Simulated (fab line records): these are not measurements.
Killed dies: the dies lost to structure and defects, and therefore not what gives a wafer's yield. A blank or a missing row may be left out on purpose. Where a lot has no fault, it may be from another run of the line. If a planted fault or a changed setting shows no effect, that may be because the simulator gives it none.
fab line records + flow nand_harc
record:
- lots: 5
- wafers: 15
- last_day: 33
route steps=1302 shown A_BONDPAD@1219 HYBRID_BOND@1237 END@1302
lots that met no fault: taken from a fault-free run of the same line
start_h: hours from the record's first day to the start of the lot's first wafer shown + wait_h: hours from the lot's prior step to this one + " unchanged from the row above + L1.1+2: several wafers, shown together as one row + - no value, or no start was given + * or withheld: withheld + < > ~ a bound
route shown NAME@n: names a module that has steps shown in the file, with the first one's number in the route + usual: the fault-free wafers' mean and standard deviation + same: alike in all rows + chamber/n: place in a boat + sites: the reading at each site + _std_site: standard deviation of those values + _edge_site: inner sites' mean taken away from outer sites' mean + radius_mm: for every site, how far away it sits from the centre of the wafer + mask NAME#n: copy n + behind: the most recent tool/chamber to have shaped the wafer + hold: cause of the lot's hold/its duration in hours/its outcome + device: transistor that didn't switch, given as n, p or np + end of line: the same wafers' tests at the end of the route + a step given without rows: its recipe and nothing more + killed: not the wafer's yield, but the dies lost to structure and defects at the first sort + map: per-die view of a wafer (x killed, . not killed, _ where there is no die)
set.NAME: the run value of the setting; set.NAME@STEP: its run value at that earlier step + model.NAME: the simulator's own value behind a step, which no gauge read
lots seen at some steps along the route; tables by step, rows by wafer
services: a tool's chamber out of use, with start hour (start_h, from the record's first day; less than 0 if before it), hours out, and reason
== steps ==
step: NHARC_A_BONDPAD_ETCH_34
recipe:
- target_depth_a: 600
- overetch_a: 180
- time_s: 65.91
- ion_energy_ev: 200
- n2_flow_sccm: 150
- h2_flow_sccm: 150
- ar_flow_sccm: 0
- rf_w: 400
- bias_w: 150
- chemistry: N2/H2
step: NHARC_A_BONDPAD_ETCH_12
recipe:
- target_depth_a: 2200
- time_s: 110
- chf3_flow_sccm: 50
- o2_flow_sccm: 10
- ar_flow_sccm: 200
- rf_w: 500
- bias_w: 200
- chemistry: CHF3/O2
usual:
- bias_w: 200.1/0.57
- drypump_motor_current_A: 5.7/0.43
- oes_product_au: 0.946/0.024
- rf_vpp_V: 370.4/2.3
- showerhead_plenum_p_Torr: 2.39/0.1
- throttle_valve_pct: 20.573/0.0086
| lot.wafer | tool        | chamber | start_h | wait_h | bias_w | drypump_motor_current_A | oes_product_au | rf_hours_counter_h | rf_vpp_V | showerhead_plenum_p_Torr | throttle_valve_pct |
|-----------|-------------|---------|---------|--------|--------|-------------------------|----------------|--------------------|----------|--------------------------|--------------------|
| L946.1    | rie_diel-05 | 0       | -       | -      | 199.9  | 6.1                     | 0.926          | 24                 | 373.3    | 2.54                     | 20.582             |
| L946.5    | "           | 3       | "       | "      | 199.7  | 5.4                     | 0.930          | -                  | 367.3    | 2.28                     | 20.573             |
| L946.6    | "           | 0       | "       | "      | 200.1  | 6.1                     | 0.929          | -                  | 373.9    | 2.54                     | 20.570             |
| L954.3    | rie_diel-03 | 1       | -       | -      | 199.9  | 6.1                     | 0.973          | 0                  | 371.1    | 2.47                     | 20.575             |
| L954.1    | "           | 2       | "       | "      | 199.3  | 5.8                     | 0.985          | 0                  | 372.8    | 2.51                     | 20.571             |
| L954.5    | "           | 2       | "       | "      | 199.9  | 5.8                     | 0.975          | -                  | 372.7    | 2.51                     | 20.564             |
| L956.1    | rie_diel-03 | 3       | -       | -      | 199.9  | 5.1                     | 0.967          | 1                  | 371.5    | 2.41                     | 20.573             |
| L956.4    | "           | 0       | "       | "      | 199.9  | 5.5                     | 0.977          | 0                  | 367.9    | 2.30                     | 20.570             |
| L956.6    | "           | 3       | "       | "      | 200.0  | 5.1                     | 0.968          | -                  | 370.6    | 2.41                     | 20.565             |
| L957.1    | rie_diel-06 | 2       | -       | -      | 200.2  | 4.7                     | 0.978          | 0                  | 369.9    | 2.40                     | 20.570             |
| L957.5    | "           | 1       | "       | "      | 199.8  | 6.0                     | 0.961          | -                  | 368.1    | 2.24                     | 20.567             |
| L957.6    | "           | 2       | "       | "      | 200.5  | 4.6                     | 0.972          | -                  | 370.9    | 2.40                     | 20.562             |
| L965.4    | rie_diel-03 | 0       | -       | -      | 199.5  | 5.5                     | 0.968          | 3                  | 367.6    | 2.30                     | 20.570             |
| L965.2    | "           | 1       | "       | "      | 198.8  | 6.1                     | 0.980          | 3                  | 370.9    | 2.47                     | 20.580             |
| L965.6    | "           | 3       | "       | "      | 200.5  | 5.1                     | 0.964          | -                  | 370.2    | 2.41                     | 20.584             |
step: NHARC_A_BONDPAD_CD_MEAS_13
usual:
- cd_nm: 499.5/2.3
| lot.wafer | tool      | chamber | start_h | wait_h | cd_nm |
|-----------|-----------|---------|---------|--------|-------|
| L946.1    | cd_sem-03 | -       | 564.29  | -      | 499.2 |
| L946.5    | "         | -       | "       | "      | 494.6 |
| L946.6    | "         | -       | "       | "      | 498.2 |
| L954.1    | cd_sem-01 | -       | 655.05  | -      | 501.0 |
| L954.3    | "         | -       | "       | "      | 502.8 |
| L954.5    | "         | -       | "       | "      | 499.0 |
| L956.1    | cd_sem-01 | -       | 672.48  | -      | 499.7 |
| L956.4    | "         | -       | "       | "      | 503.9 |
| L956.6    | "         | -       | "       | "      | 501.0 |
| L957.1    | cd_sem-01 | -       | 673.08  | -      | 496.8 |
| L957.5    | "         | -       | "       | "      | 495.9 |
| L957.6    | "         | -       | "       | "      | 495.5 |
| L965.2    | cd_sem-02 | -       | 759.30  | -      | 498.7 |
| L965.4    | "         | -       | "       | "      | 497.1 |
| L965.6    | "         | -       | "       | "      | 497.3 |
step: NHARC_A_BONDPAD_STRIP_15
recipe:
- o2_flow_sccm: 500
- ar_flow_sccm: 0
- bias_w: 0
- chemistry: O2
step: NHARC_A_BONDPAD_ETCH_24
recipe:
- target_depth_a: 300
- over_etch_frac: 0.3
- time_s: 72.99
- ion_energy_ev: 150
- cf4_flow_sccm: 50
- n2_flow_sccm: 100
- ar_flow_sccm: 150
- rf_w: 300
- bias_w: 100
- chemistry: CF4/N2
step: NHARC_A_BONDPAD_STRIP_16
recipe:
- time_s: 600
- temp_c: 30
- chemistry: post_etch_residue_remover
step: NHARC_A_BONDPAD_DEGAS_25
recipe:
- temp_c: 300
- time_s: 60
usual:
- heater_power_w: 475/40
| lot.wafer | tool           | chamber | start_h | wait_h | heater_power_w |
|-----------|----------------|---------|---------|--------|----------------|
| L946.1    | pvd_sputter-01 | -       | 564.97  | -      | 555            |
| L946.6    | "              | -       | "       | "      | 460            |
| L946.5    | "              | -       | "       | "      | 450            |
| L954.3    | pvd_sputter-03 | -       | 655.68  | -      | 505            |
| L954.1    | "              | -       | "       | "      | 444            |
| L954.5    | "              | -       | "       | "      | 451            |
| L956.1    | pvd_sputter-03 | -       | 673.10  | -      | 526            |
| L956.4    | "              | -       | "       | "      | 459            |
| L956.6    | "              | -       | "       | "      | 516            |
| L957.1    | pvd_sputter-02 | -       | 673.72  | -      | 449            |
| L957.5    | "              | -       | "       | "      | 397            |
| L957.6    | "              | -       | "       | "      | 432            |
| L965.2    | pvd_sputter-01 | -       | 759.92  | -      | 464            |
| L965.4    | "              | -       | "       | "      | 463            |
| L965.6    | "              | -       | "       | "      | 457            |
step: NHARC_A_BONDPAD_PRE_CLEAN_26
recipe:
- time_s: 30
- temp_c: 280
- gas: H2/He
step: NHARC_A_BONDPAD_PVD_17
recipe:
- target_thk_a: 50
- bias_v: 168.6
- power_w: 15000
- chamber_pressure_pa: 0.12
- time_s: 8.06
- substrate_temp_c: 50
- material: TaN
usual:
- bias_v: 168.5/1.6
- cathode_dc_power_W: 15000/2.4
- throttle_valve_pct: 29.8/1.1
| lot.wafer | tool           | chamber | start_h | wait_h | bias_v | cathode_dc_power_W | throttle_valve_pct |
|-----------|----------------|---------|---------|--------|--------|--------------------|--------------------|
| L946.1    | pvd_sputter-01 | -       | -       | -      | 166.4  | 14995              | 29.3               |
| L946.5    | "              | -       | "       | "      | 167.3  | 14995              | 30.7               |
| L946.6    | "              | -       | "       | "      | 170.0  | 15001              | 30.4               |
| L954.3    | pvd_sputter-03 | -       | -       | -      | 167.1  | 15002              | 30.2               |
| L954.1    | "              | -       | "       | "      | 165.9  | 14999              | 29.7               |
| L954.5    | "              | -       | "       | "      | 168.8  | 14998              | 30.4               |
| L956.4    | pvd_sputter-03 | -       | -       | -      | 169.2  | 15001              | 30.3               |
| L956.1    | "              | -       | "       | "      | 168.9  | 14999              | 29.8               |
| L956.6    | "              | -       | "       | "      | 167.5  | 15001              | 28.2               |
| L957.1    | pvd_sputter-02 | -       | -       | -      | 171.1  | 14998              | 28.1               |
| L957.5    | "              | -       | "       | "      | 167.7  | 14997              | 31.2               |
| L957.6    | "              | -       | "       | "      | 167.4  | 14999              | 29.7               |
| L965.2    | pvd_sputter-01 | -       | -       | -      | 168.2  | 14996              | 28.0               |
| L965.4    | "              | -       | "       | "      | 169.6  | 14999              | 30.2               |
| L965.6    | "              | -       | "       | "      | 169.1  | 15003              | 28.1               |
step: NHARC_A_BONDPAD_PVD_27
recipe:
- target_thk_a: 300
- chamber_pressure_pa: 5
- power_w: 5000
- substrate_temp_c: 30
- time_s: 20.49
- material: Cu
step: NHARC_A_BONDPAD_ECD_18
recipe:
- target_thk_a: 4000
- bath_temp_c: 25
- material: Cu
step: NHARC_A_BONDPAD_ANNEAL_28
recipe:
- temp_c: 225
- time_s: 90
usual:
- wafer_temp_C_max: 226.1/0.47
| lot.wafer | tool          | chamber | start_h | wait_h | wafer_temp_C_max |
|-----------|---------------|---------|---------|--------|------------------|
| L946.1    | rtp_anneal-02 | 0       | 565.70  | -      | 226.4            |
| L946.5    | "             | 0       | "       | "      | 226.3            |
| L946.6    | "             | 0       | "       | "      | 226.6            |
| L954.1    | rtp_anneal-02 | 0       | 656.41  | -      | 225.8            |
| L954.3    | "             | 0       | "       | "      | 226.4            |
| L954.5    | "             | 0       | "       | "      | 226.2            |
| L956.1    | rtp_anneal-02 | 0       | 673.87  | -      | 227.0            |
| L956.4    | "             | 0       | "       | "      | 226.6            |
| L956.6    | "             | 0       | "       | "      | 226.2            |
| L957.1    | rtp_anneal-02 | 0       | 674.44  | 0.3    | 226.7            |
| L957.5    | "             | 0       | "       | "      | 226.3            |
| L957.6    | "             | 0       | "       | "      | 226.1            |
| L965.2    | rtp_anneal-02 | 0       | 760.71  | -      | 226.2            |
| L965.4    | "             | 0       | "       | "      | 226.2            |
| L965.6    | "             | 0       | "       | "      | 226.1            |
step: NHARC_A_BONDPAD_CMP_19
recipe:
- t_overpolish_s: 30
- cu_recess_touch_s: 16
- target_thk_nm: 169.82
usual:
- motor_current_A: 12.3/1.6
- overpolish_run_s: 30.000/0.0093
same:
- t_overpolish_s: 30
| lot.wafer | tool   | chamber | start_h | wait_h | motor_current_A | overpolish_run_s |
|-----------|--------|---------|---------|--------|-----------------|------------------|
| L946.1    | cmp-02 | 1       | 566.21  | -      | 12.4            | 30.001           |
| L946.6    | "      | 0       | "       | "      | 11.0            | 29.995           |
| L946.5    | "      | 1       | "       | "      | 12.5            | 30.018           |
| L954.1    | cmp-01 | 0       | 656.77  | -      | 12.0            | 30.003           |
| L954.3    | "      | 3       | "       | "      | 15.8            | 30.002           |
| L954.5    | "      | 1       | "       | "      | 12.1            | 30.021           |
| L956.4    | cmp-02 | 3       | 674.39  | -      | 12.7            | 29.994           |
| L956.1    | "      | 0       | "       | "      | 10.8            | 30.005           |
| L956.6    | "      | 1       | "       | "      | 12.3            | 30.015           |
| L957.1    | cmp-04 | 0       | 674.88  | -      | 10.9            | 29.987           |
| L957.5    | "      | 1       | "       | "      | 11.3            | 30.012           |
| L957.6    | "      | 2       | "       | "      | 14.5            | 30.011           |
| L965.4    | cmp-01 | 3       | 761.00  | -      | 16.1            | 29.994           |
| L965.2    | "      | 1       | "       | "      | 12.5            | 30.000           |
| L965.6    | "      | 0       | "       | "      | 12.3            | 29.993           |
step: NHARC_A_BONDPAD_THK_MEAS_20
recipe:
- thk_meas_gauge: xrf
usual:
- thk_nm: 169.7/1.4
| lot.wafer | tool          | chamber | start_h | wait_h | thk_nm |
|-----------|---------------|---------|---------|--------|--------|
| L946.1    | film_metro-01 | -       | 566.51  | -      | 172.1  |
| L946.5    | "             | -       | "       | "      | 172.3  |
| L946.6    | "             | -       | "       | "      | 171.5  |
| L954.1    | film_metro-02 | -       | 657.09  | -      | 168.7  |
| L954.3    | "             | -       | "       | "      | 169.5  |
| L954.5    | "             | -       | "       | "      | 170.9  |
| L956.1    | film_metro-01 | -       | 674.66  | -      | 171.0  |
| L956.4    | "             | -       | "       | "      | 170.7  |
| L956.6    | "             | -       | "       | "      | 169.9  |
| L957.1    | film_metro-01 | -       | 675.11  | -      | 170.3  |
| L957.5    | "             | -       | "       | "      | 169.3  |
| L957.6    | "             | -       | "       | "      | 169.8  |
| L965.2    | film_metro-02 | -       | 761.33  | -      | 170.0  |
| L965.4    | "             | -       | "       | "      | 170.1  |
| L965.6    | "             | -       | "       | "      | 168.6  |
step: NHARC_A_BONDPAD_SRD_21
recipe:
- time_s: 30
- temp_c: 23
- dry_time_s: 20
- spin_rpm: 1500
step: NHARC_A_BONDPAD_INSPECT_23
usual:
- raw_defect_count: 554/140
| lot.wafer | tool              | chamber | start_h | wait_h | raw_defect_count |
|-----------|-------------------|---------|---------|--------|------------------|
| L946.1    | defect_inspect-02 | -       | 566.73  | 0.0    | 438              |
| L946.5    | "                 | -       | "       | "      | 717              |
| L946.6    | "                 | -       | "       | "      | 614              |
| L954.1    | defect_inspect-02 | -       | 657.31  | 0.0    | 478              |
| L954.3    | "                 | -       | "       | "      | 393              |
| L954.5    | "                 | -       | "       | "      | 438              |
| L956.1    | defect_inspect-02 | -       | 674.88  | 0.0    | 977              |
| L956.4    | "                 | -       | "       | "      | 997              |
| L956.6    | "                 | -       | "       | "      | 1264             |
| L957.1    | defect_inspect-01 | -       | 675.34  | 0.0    | 478              |
| L957.5    | "                 | -       | "       | "      | 546              |
| L957.6    | "                 | -       | "       | "      | 421              |
| L965.2    | defect_inspect-01 | -       | 761.53  | 0.0    | 530              |
| L965.4    | "                 | -       | "       | "      | 833              |
| L965.6    | "                 | -       | "       | "      | 560              |
step: NHARC_HYBRID_BOND_ACTIVATE_00
recipe:
- time_s: 60
- n2_flow_sccm: 200
- ar_flow_sccm: 0
- bias_power_w: 0
- chemistry: N2
usual:
- drypump_motor_current_A: 5.7/0.5
- oes_product_au: 0.998/0.0097
- rf_vpp_V: 63.9/0.87
- showerhead_plenum_p_Torr: 1.73/0.081
| lot.wafer | tool        | chamber | start_h | wait_h | drypump_motor_current_A | oes_product_au | rf_hours_counter_h | rf_vpp_V | showerhead_plenum_p_Torr |
|-----------|-------------|---------|---------|--------|-------------------------|----------------|--------------------|----------|--------------------------|
| L946.1    | rie_diel-10 | 3       | 566.80  | 0.1    | 5.0                     | 1.002          | 47                 | 63.6     | 1.78                     |
| L946.6    | "           | 2       | "       | "      | 6.0                     | 0.987          | -                  | 64.7     | 1.82                     |
| L946.5    | "           | 3       | "       | "      | 5.0                     | 1.007          | -                  | 65.2     | 1.78                     |
| L954.3    | rie_diel-12 | 1       | 657.39  | 0.1    | 5.8                     | 0.981          | 11                 | 64.0     | 1.73                     |
| L954.1    | "           | 2       | "       | "      | 5.7                     | 1.005          | 9                  | 65.3     | 1.74                     |
| L954.5    | "           | 0       | "       | "      | 6.1                     | 0.984          | -                  | 63.5     | 1.70                     |
| L956.4    | rie_diel-01 | 1       | 674.96  | 0.1    | 6.5                     | 1.001          | 10                 | 65.0     | 1.86                     |
| L956.1    | "           | 2       | "       | "      | 5.4                     | 1.003          | 10                 | 63.1     | 1.63                     |
| L956.6    | "           | 1       | "       | "      | 6.5                     | 1.004          | -                  | 65.2     | 1.86                     |
| L957.1    | rie_diel-12 | 0       | 675.44  | 0.1    | 6.1                     | 0.995          | 18                 | 64.7     | 1.69                     |
| L957.6    | "           | 2       | "       | "      | 5.8                     | 0.992          | -                  | 64.5     | 1.74                     |
| L957.5    | "           | 3       | "       | "      | 6.0                     | 1.001          | -                  | 63.7     | 1.77                     |
| L965.4    | rie_diel-01 | 0       | 761.59  | 0.1    | 5.1                     | 1.015          | 2                  | 63.8     | 1.63                     |
| L965.2    | "           | 1       | "       | "      | 6.5                     | 1.018          | 2                  | 67.2     | 1.85                     |
| L965.6    | "           | 0       | "       | "      | 5.1                     | 1.004          | -                  | 64.1     | 1.63                     |
step: NHARC_END_SORT_01
recipe:
- temp_c: 25
usual:
- defect_limited_yield: 91.1/2.7
- killed_at_array: 55/19
- killed_at_other: 0.6/0.99
- killed_at_periphery: 4.2/2.6
- killed_dies: 60/18
- killed_open: 3.4/1.7
- killed_short: 2.3/1.5
same:
- gross_dies: 677
| lot.wafer | tool      | chamber | start_h | wait_h | defect_limited_yield[%] | killed_at_array | killed_at_other | killed_at_periphery | killed_dies | killed_open | killed_short |
|-----------|-----------|---------|---------|--------|-------------------------|-----------------|-----------------|---------------------|-------------|-------------|--------------|
| L946.1    | prober-02 | 0       | 595.73  | 2.5    | 95.3                    | 29              | 0               | 3                   | 32          | 2           | 4            |
| L946.5    | prober-02 | 0       | 598.89  | 3.7    | 94.5                    | 34              | 1               | 2                   | 37          | 5           | 2            |
| L946.6    | prober-02 | 0       | 599.68  | 3.9    | 95.9                    | 22              | 0               | 6                   | 28          | 3           | 1            |
| L954.1    | prober-01 | 0       | 682.37  | 2.5    | 93.1                    | 37              | 0               | 10                  | 47          | 4           | 5            |
| L954.3    | prober-01 | 0       | 683.97  | 3.1    | 94.2                    | 33              | 1               | 5                   | 39          | 2           | 3            |
| L954.5    | prober-01 | 0       | 685.57  | 3.7    | 93.5                    | 40              | 0               | 4                   | 44          | 4           | 1            |
| L957.1    | prober-01 | 0       | 704.63  | 2.5    | 94.5                    | 35              | 0               | 2                   | 37          | 3           | 2            |
| L957.5    | prober-01 | 0       | 707.81  | 3.7    | 94.1                    | 37              | 0               | 3                   | 40          | 4           | 3            |
| L957.6    | prober-01 | 0       | 708.61  | 4.0    | 93.2                    | 45              | 0               | 1                   | 46          | 6           | 3            |
| L956.1    | prober-02 | 0       | 704.66  | 2.5    | 55.1                    | 300             | 2               | 2                   | 304         | 5           | 0            |
| L956.4    | prober-02 | 0       | 707.03  | 3.4    | 55.7                    | 294             | 4               | 2                   | 300         | 2           | 2            |
| L956.6    | prober-02 | 0       | 708.61  | 3.9    | 56.7                    | 291             | 1               | 1                   | 293         | 2           | 5            |
| L965.2    | prober-02 | 0       | 797.54  | 2.8    | 93.9                    | 39              | 0               | 2                   | 41          | 3           | 1            |
| L965.4    | prober-02 | 0       | 799.14  | 3.4    | 92.9                    | 43              | 0               | 5                   | 48          | 0           | 2            |
| L965.6    | prober-02 | 0       | 800.74  | 4.0    | 91.7                    | 48              | 2               | 6                   | 56          | 2           | 3            |
killed by level:class
L946.1 A_CHANNEL_HOLE_D2:chamber_film_flake=7 A_CHANNEL_HOLE_D1:chamber_film_flake=6 A_CONTACT:chamber_film_flake=5 A_ONON_D1:geometric_particle:short=2 P_GATE:chamber_film_flake=2 A_STAIRCASE:chamber_film_flake=2 A_M1:chamber_film_flake=2 P_CONTACT:geometric_particle:open=1
L946.5 A_CHANNEL_HOLE_D2:chamber_film_flake=14 A_CONTACT:chamber_film_flake=7 A_CHANNEL_HOLE_D1:chamber_film_flake=3 P_GATE:chamber_film_flake=2 A_M1:chamber_film_flake=2 A_ONON_D1:geometric_particle:short=1 A_CHANNEL_FILL_D1:geometric_particle:open=1 A_DECK1_JOINT:geometric_particle:open=1
L946.6 P_GATE:chamber_film_flake=5 A_CHANNEL_HOLE_D2:chamber_film_flake=5 A_STAIRCASE:chamber_film_flake=4 A_CHANNEL_HOLE_D1:chamber_film_flake=3 A_CONTACT:chamber_film_flake=3 A_M1:chamber_film_flake=3 A_SOURCE_PLATE:geometric_particle:open=1 A_CHANNEL_FILL_D1:geometric_particle:open=1
L954.1 A_CHANNEL_HOLE_D2:chamber_film_flake=21 A_CHANNEL_HOLE_D1:chamber_film_flake=6 P_M0:chamber_film_flake=4 P_CONTACT:chamber_film_flake=2 A_STAIRCASE:chamber_film_flake=2 P_CONTACT:geometric_particle:short=1 P_M0:geometric_particle:open=1 P_M1:geometric_particle:short=1
L954.3 A_CHANNEL_HOLE_D2:chamber_film_flake=17 A_CHANNEL_HOLE_D1:chamber_film_flake=10 P_ZERO_WELL:chamber_film_flake=2 P_GATE:geometric_particle:open=1 A_ONON_D1:geometric_particle:open=1 A_DECK1_JOINT:geometric_particle:short=1 A_WL_FILL:geometric_particle:short=1 STARTING-WAFER:geometric_particle:short=1
L954.5 A_CHANNEL_HOLE_D2:chamber_film_flake=21 A_SLIT:chamber_film_flake=5 A_CHANNEL_HOLE_D1:chamber_film_flake=4 P_CONTACT:chamber_film_flake=2 A_WL_FILL:chamber_film_flake=2 P_M0:geometric_particle:short=1 A_WL_FILL:geometric_particle:open=1 A_CONTACT:geometric_particle:open=1
L957.1 A_CHANNEL_HOLE_D2:chamber_film_flake=16 A_CHANNEL_HOLE_D1:chamber_film_flake=10 A_SLIT:chamber_film_flake=2 P_M0:geometric_particle:short=1 A_ONON_D1:geometric_particle:open=1 A_CHANNEL_FILL_D2:geometric_particle:open=1 A_WL_FILL:geometric_particle:short=1 A_M0:geometric_particle:open=1
L956.1 A_BONDPAD:unspecified=255 A_SLIT:chamber_film_flake=24 A_CHANNEL_HOLE_D1:chamber_film_flake=7 A_CONTACT:chamber_film_flake=5 A_SGD_CUT:geometric_particle:open=2 A_DECK1_JOINT:chamber_film_flake=2 A_CHANNEL_FILL_D2:chamber_film_flake=2 THIN_TSV:chamber_film_flake=2
L956.4 A_BONDPAD:unspecified=247 A_SLIT:chamber_film_flake=31 A_CONTACT:chamber_film_flake=5 A_CHANNEL_HOLE_D1:chamber_film_flake=4 THIN_TSV:chamber_film_flake=3 A_STAIRCASE:chamber_film_flake=2 A_WL_FILL:chamber_film_flake=2 P_STI:geometric_particle:short=1
L957.5 A_CHANNEL_HOLE_D1:chamber_film_flake=14 A_CHANNEL_HOLE_D2:chamber_film_flake=13 A_SLIT:chamber_film_flake=3 A_CHANNEL_FILL_D1:geometric_particle:short=2 A_STAIRCASE:chamber_film_flake=2 P_M0:geometric_particle:open=1 P_M1:geometric_particle:short=1 A_CHANNEL_FILL_D2:geometric_particle:open=1
L957.6 A_CHANNEL_HOLE_D2:chamber_film_flake=19 A_CHANNEL_HOLE_D1:chamber_film_flake=7 A_SLIT:chamber_film_flake=7 A_M0:geometric_particle:open=3 A_SGD_CUT:geometric_particle:open=2 A_WL_FILL:chamber_film_flake=2 A_BONDPAD:chamber_film_flake=2 P_M0:geometric_particle:open=1
L956.6 A_BONDPAD:unspecified=241 A_SLIT:chamber_film_flake=27 A_CONTACT:chamber_film_flake=6 A_CHANNEL_HOLE_D1:chamber_film_flake=3 A_CHANNEL_FILL_D2:chamber_film_flake=3 A_ONON_D2:geometric_particle:open=2 A_ZERO_WELL:chamber_film_flake=2 P_M1:geometric_particle:short=1
L965.2 A_SLIT:chamber_film_flake=30 A_ONON_D1:geometric_particle:open=2 P_GATE:chamber_film_flake=2 A_DECK1_JOINT:chamber_film_flake=2 A_STAIRCASE:chamber_film_flake=2 A_DECK1_JOINT:geometric_particle:short=1 A_SGD_CUT:geometric_particle:open=1 A_CONTACT:chamber_film_flake=1
L965.4 A_SLIT:chamber_film_flake=35 P_GATE:chamber_film_flake=3 A_STAIRCASE:chamber_film_flake=3 P_STI:chamber_film_flake=2 A_ONON_D2:geometric_particle:short=1 A_CHANNEL_FILL_D2:geometric_particle:short=1 A_CHANNEL_HOLE_D1:chamber_film_flake=1 A_DECK1_JOINT:chamber_film_flake=1
L965.6 A_SLIT:chamber_film_flake=36 P_GATE:chamber_film_flake=5 A_STAIRCASE:chamber_film_flake=3 A_CHANNEL_HOLE_D1:chamber_film_flake=2 A_CONTACT:chamber_film_flake=2 P_GATE:geometric_particle:open=1 A_ONON_D1:geometric_particle:open=1 A_ONON_D1:geometric_particle:short=1
map L956.1 (x killed, . not)
____________.____________
_________.x.xx.x_________
_______....xx...xx_______
______..xx..xx.xx.x______
_____....xx..xx.xxx._____
____..xxx..xxx...x.x.____
____x...x...x....xxx.____
___x.x......xx..x....x___
___....xx...x...x....x___
__x..xx...x.x..xxxxxx..__
__xx.x.x.x....xxxxxxx..__
_.......x.x.xxxxx.xxx..x_
_x.....x.x......xxxx.xx._
_..x.xxx..x.x..x.xxx.xx._
_xxx.xxxx.x.x..xx.x....._
_xx.x.xxx..xx..xxx.....x_
.x.x.xx..x........xxx..x.
.x.....x....x.x..x.xx.xx.
...x.xxx..x.x.....xx.....
..xx....xxxx....x..xx..xx
....x....x.....x.....xxxx
_xxxxx.xx...x..x.xxx.xx._
_x.x..xx.xx.xxxx......x._
_xxxx..x.x.xxx...x...x.x_
_.....x.....x....x......_
_..x..x.xx.x.....xxxxxx._
__x.x..x..x.x.xx..xx...__
__.x..x..xx....x..x..xx__
___..x..xxxx.x..x.x.xx___
___.xx..x.xxxxx.xxx.xx___
____..x.x.xxx.x..xxx.____
____..xx.xxxx.x..x..x____
_____...xxxxxx..xx.._____
______.xx.x..x...x.______
_______.xxx.x.xx.x_______
_________.xxxx.x_________
____________.____________
map L946.5 (x killed, . not)
____________.____________
_________...x..._________
_______..........._______
______........x....______
_____..........xxx.._____
____.................____
____.x........xxxx...____
___..x................___
___...................___
__...........x.........__
__.............x.x.x...__
_.........x.....xx......_
_.x..............xx.x..._
_..............xx......._
_..................x...._
_..x..........x........._
........................x
.........................
.........................
........................x
.........................
_......................._
_......................._
_......................._
_......................._
_......................._
__.....................__
__...............x.....__
___...........x..x....___
___...................___
____.................____
____...x.............____
_____......x........_____
______..x.x........______
_______..........._______
_________...x..._________
____________.____________
== services ==
| tool           | chamber | start_h | hours | kind   |
|----------------|---------|---------|-------|--------|
| cmp-01         | -       | 556.16  | 0.9   | repair |
| rie_diel-01    | -       | 558.12  | 9.0   | pm     |
| rie_diel-03    | 2       | 560.39  | 14.7  | repair |
| cmp-02         | -       | 563.60  | 1.3   | repair |
| rie_diel-12    | 0       | 570.96  | 13.3  | repair |
| cmp-02         | -       | 570.97  | 6.9   | repair |
| pvd_sputter-01 | -       | 583.23  | 10.0  | pm     |
| cmp-01         | -       | 588.47  | 4.0   | pm     |
| rie_diel-01    | 0       | 596.18  | 2.5   | repair |
| pvd_sputter-02 | -       | 617.40  | 8.5   | repair |
| rie_diel-12    | -       | 623.86  | 9.0   | pm     |
| cmp-02         | -       | 624.50  | 4.0   | pm     |
| rie_diel-03    | -       | 635.30  | 9.0   | pm     |
| pvd_sputter-02 | -       | 638.80  | 10.0  | pm     |
| rie_diel-03    | -       | 644.40  | 0.2   | repair |
| rie_diel-12    | -       | 652.72  | 0.1   | repair |
| rie_diel-03    | -       | 680.59  | 0.4   | repair |
| cmp-01         | -       | 686.47  | 4.0   | pm     |
| cmp-02         | -       | 693.20  | 2.3   | repair |
| pvd_sputter-01 | -       | 705.94  | 2.8   | repair |
| pvd_sputter-03 | -       | 710.05  | 10.0  | pm     |
| rie_diel-03    | 0       | 732.20  | 18.8  | repair |
| rtp_anneal-02  | -       | 744.00  | 12.0  | pm     |
| pvd_sputter-01 | -       | 761.23  | 10.0  | pm     |
== key ==
first_sign:
- step: NHARC_A_BONDPAD_INSPECT_23
- reading: raw_defect_count
- direction: up
- sigmas: 3.8
- usual: 554
- struck: 1079
effect:
- step: NHARC_END_SORT_01
- reading: defect_limited_yield
- direction: down
- sigmas: 13
- usual: 91.1
- struck: 55.8
more_kills_born_at:
- NHARC_A_BONDPAD_CMP_19@cmp-02: 743
met_at NHARC_A_BONDPAD_CMP_19
struck_wafers L956.1,L956.4,L956.6
onset_between 566.21 674.39
also_fits NHARC_A_BONDPAD_DEGAS_25:pvd_sputter-03,NHARC_A_BONDPAD_PVD_17:pvd_sputter-03
fault:
- kind: chamber_particle_source
- tool: cmp-02
- chamber: -
- onset_h: 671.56
- steps: NHARC_A_BONDPAD_CMP_19
- rate_per_visit_cm2: 0.54687
- end_h: 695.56
